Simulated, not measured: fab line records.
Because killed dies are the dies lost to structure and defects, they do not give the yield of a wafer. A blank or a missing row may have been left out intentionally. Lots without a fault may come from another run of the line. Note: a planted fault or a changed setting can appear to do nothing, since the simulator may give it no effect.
Matching of chambers | flow nand_harc | 4 sister chambers for NHARC_A_STAIRCASE_TRIM_233 on rie_diel-11
The step chemistry O2, time 211.2 s. 8 wafers are shown with their chamber, then 7 later ones without.

== WAFERS, EACH WITH ITS CHAMBER ==
wafer  | chamber | showerhead_plenum_p_Torr (Torr) | drypump_motor_current_A (A)
L123.3 | 1       | 3.33                            | 5.5
L131.1 | 0       | 3.79                            | 6.9
L131.4 | 2       | 3.31                            | 6.1
L133.1 | 3       | 3.35                            | 5.4
L133.3 | 2       | 3.31                            | 6.1
L133.6 | 0       | 3.79                            | 6.8
L137.1 | 3       | 3.34                            | 5.4
L137.2 | 1       | 3.31                            | 5.5

== WAFERS WITH NO CHAMBER GIVEN ==
wafer  | showerhead_plenum_p_Torr (Torr) | drypump_motor_current_A (A)
L137.5 | 3.31                            | 5.5
L139.1 | 3.34                            | 5.3
L139.2 | 3.31                            | 6.1
L139.5 | 3.78                            | 6.8
L142.2 | 3.31                            | 5.5
L142.5 | 3.30                            | 6.1
L142.6 | 3.34                            | 5.3

== WHICH CHAMBER EACH ONE RAN IN ==
wafer  | from the rows above | in truth
L137.5 | 1                   | 1
L139.1 | 3                   | 3
L139.2 | 2                   | 2
L139.5 | 0                   | 0
L142.2 | 1                   | 1
L142.5 | 2                   | 2
L142.6 | 3                   | 3
Correctly placed: 7 of 7. Can't be placed from these rows: 0. Number placed wrongly: 0.
How it was worked out, from the rows above alone: a wafer's distance from a chamber is the root of the sum, over the readings, of the square of ((its reading less the chamber's mean) divided by the reading's scatter). The wafer belongs to the nearest chamber; if the next one is less than 2 further off, it can't be placed. A chamber's mean is the mean of its shown wafers. The scatter: the root of (the sum of the squares of (reading less its chamber's mean) over the shown wafers, divided by (wafers less chambers)).
